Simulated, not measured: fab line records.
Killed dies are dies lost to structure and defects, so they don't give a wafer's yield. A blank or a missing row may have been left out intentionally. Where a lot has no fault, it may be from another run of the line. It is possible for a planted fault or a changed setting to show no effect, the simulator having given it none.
Matching of chambers :: flow n5_finfet :: 4 sister chambers for N5_FIN_SAQP_ETCH_34 on rie_diel-02
The step etches SiO2 in C4F6/O2, target depth 45 nm, time 15 s. 20 wafers are shown with their chamber, then 10 later ones without.

== WAFERS WITH THEIR CHAMBER ==
wafer: L075.3
chamber: 0
drypump_motor_current_A (A): 5.7
rf_vpp_V (V): 668
throttle_valve_pct (%): 20.66

wafer: L075.4
chamber: 1
drypump_motor_current_A (A): 6.0
rf_vpp_V (V): 690
throttle_valve_pct (%): 21.00

wafer: L075.6
chamber: 2
drypump_motor_current_A (A): 5.4
rf_vpp_V (V): 686
throttle_valve_pct (%): 20.63

wafer: L076.1
chamber: 1
drypump_motor_current_A (A): 6.0
rf_vpp_V (V): 692
throttle_valve_pct (%): 21.02

wafer: L076.3
chamber: 3
drypump_motor_current_A (A): 5.8
rf_vpp_V (V): 658
throttle_valve_pct (%): 20.74

wafer: L076.5
chamber: 2
drypump_motor_current_A (A): 5.4
rf_vpp_V (V): 685
throttle_valve_pct (%): 20.65

wafer: L077.1
chamber: 0
drypump_motor_current_A (A): 5.7
rf_vpp_V (V): 669
throttle_valve_pct (%): 20.67

wafer: L077.2
chamber: 1
drypump_motor_current_A (A): 6.0
rf_vpp_V (V): 692
throttle_valve_pct (%): 21.00

wafer: L077.3
chamber: 3
drypump_motor_current_A (A): 5.8
rf_vpp_V (V): 658
throttle_valve_pct (%): 20.75

wafer: L081.3
chamber: 0
drypump_motor_current_A (A): 5.7
rf_vpp_V (V): 668
throttle_valve_pct (%): 20.70

wafer: L081.4
chamber: 1
drypump_motor_current_A (A): 6.0
rf_vpp_V (V): 693
throttle_valve_pct (%): 21.01

wafer: L081.5
chamber: 0
drypump_motor_current_A (A): 5.7
rf_vpp_V (V): 670
throttle_valve_pct (%): 20.70

wafer: L083.2
chamber: 3
drypump_motor_current_A (A): 5.8
rf_vpp_V (V): 657
throttle_valve_pct (%): 20.76

wafer: L083.5
chamber: 2
drypump_motor_current_A (A): 5.3
rf_vpp_V (V): 697
throttle_valve_pct (%): 20.35

wafer: L083.6
chamber: 3
drypump_motor_current_A (A): 5.8
rf_vpp_V (V): 656
throttle_valve_pct (%): 20.77

wafer: L087.1
chamber: 1
drypump_motor_current_A (A): 6.0
rf_vpp_V (V): 691
throttle_valve_pct (%): 21.04

wafer: L087.4
chamber: 0
drypump_motor_current_A (A): 5.7
rf_vpp_V (V): 668
throttle_valve_pct (%): 20.71

wafer: L087.5
chamber: 1
drypump_motor_current_A (A): 6.0
rf_vpp_V (V): 693
throttle_valve_pct (%): 21.05

wafer: L090.2
chamber: 1
drypump_motor_current_A (A): 6.0
rf_vpp_V (V): 692
throttle_valve_pct (%): 21.05

wafer: L090.4
chamber: 2
drypump_motor_current_A (A): 5.3
rf_vpp_V (V): 698
throttle_valve_pct (%): 20.37

SIGNATURES (averages over the wafers above)
reading: drypump_motor_current_A
chamber 0: 5.700
chamber 1: 6.000
chamber 2: 5.350
chamber 3: 5.800
scatter within a chamber: 0.025

reading: rf_vpp_V
chamber 0: 668.60
chamber 1: 691.86
chamber 2: 691.50
chamber 3: 657.25
scatter within a chamber: 3.14

reading: throttle_valve_pct
chamber 0: 20.6880
chamber 1: 21.0243
chamber 2: 20.5000
chamber 3: 20.7550
scatter within a chamber: 0.0725
Rule: a wafer lies at a distance from a chamber equal to the root of the sum of squares, over the readings, of (its reading less the chamber's mean, divided by the reading's scatter). If the next closest chamber is less than 2 further off than the closest, the wafer can't be placed; otherwise it belongs to the closest. The scatter: take each reading less its chamber's mean, square it, sum over the shown wafers, divide by the number of wafers less the number of chambers, and take the root.

== WAFERS MISSING THEIR CHAMBER ==
wafer: L090.5
drypump_motor_current_A (A): 5.8
rf_vpp_V (V): 656
throttle_valve_pct (%): 20.80

wafer: L093.1
drypump_motor_current_A (A): 6.0
rf_vpp_V (V): 692
throttle_valve_pct (%): 21.06

wafer: L093.2
drypump_motor_current_A (A): 5.8
rf_vpp_V (V): 656
throttle_valve_pct (%): 20.80

wafer: L093.6
drypump_motor_current_A (A): 6.0
rf_vpp_V (V): 691
throttle_valve_pct (%): 21.06

wafer: L095.1
drypump_motor_current_A (A): 5.8
rf_vpp_V (V): 656
throttle_valve_pct (%): 20.79

wafer: L095.3
drypump_motor_current_A (A): 6.0
rf_vpp_V (V): 692
throttle_valve_pct (%): 21.07

wafer: L095.4
drypump_motor_current_A (A): 5.8
rf_vpp_V (V): 656
throttle_valve_pct (%): 20.80

wafer: L096.3
drypump_motor_current_A (A): 5.4
rf_vpp_V (V): 696
throttle_valve_pct (%): 20.39

wafer: L096.4
drypump_motor_current_A (A): 5.8
rf_vpp_V (V): 657
throttle_valve_pct (%): 20.81

wafer: L096.6
drypump_motor_current_A (A): 5.8
rf_vpp_V (V): 655
throttle_valve_pct (%): 20.80

== WHICH CHAMBER EACH WENT THROUGH ==
wafer: L090.5
from the rows above: 3
in truth: 3

wafer: L093.1
from the rows above: 1
in truth: 1

wafer: L093.2
from the rows above: 3
in truth: 3

wafer: L093.6
from the rows above: 1
in truth: 1

wafer: L095.1
from the rows above: 3
in truth: 3

wafer: L095.3
from the rows above: 1
in truth: 1

wafer: L095.4
from the rows above: 3
in truth: 3

wafer: L096.3
from the rows above: 2
in truth: 2

wafer: L096.4
from the rows above: 3
in truth: 3

wafer: L096.6
from the rows above: 3
in truth: 3
Placed correctly: 10 of 10. From these rows, 0 cannot be placed. Wrongly placed: 0.
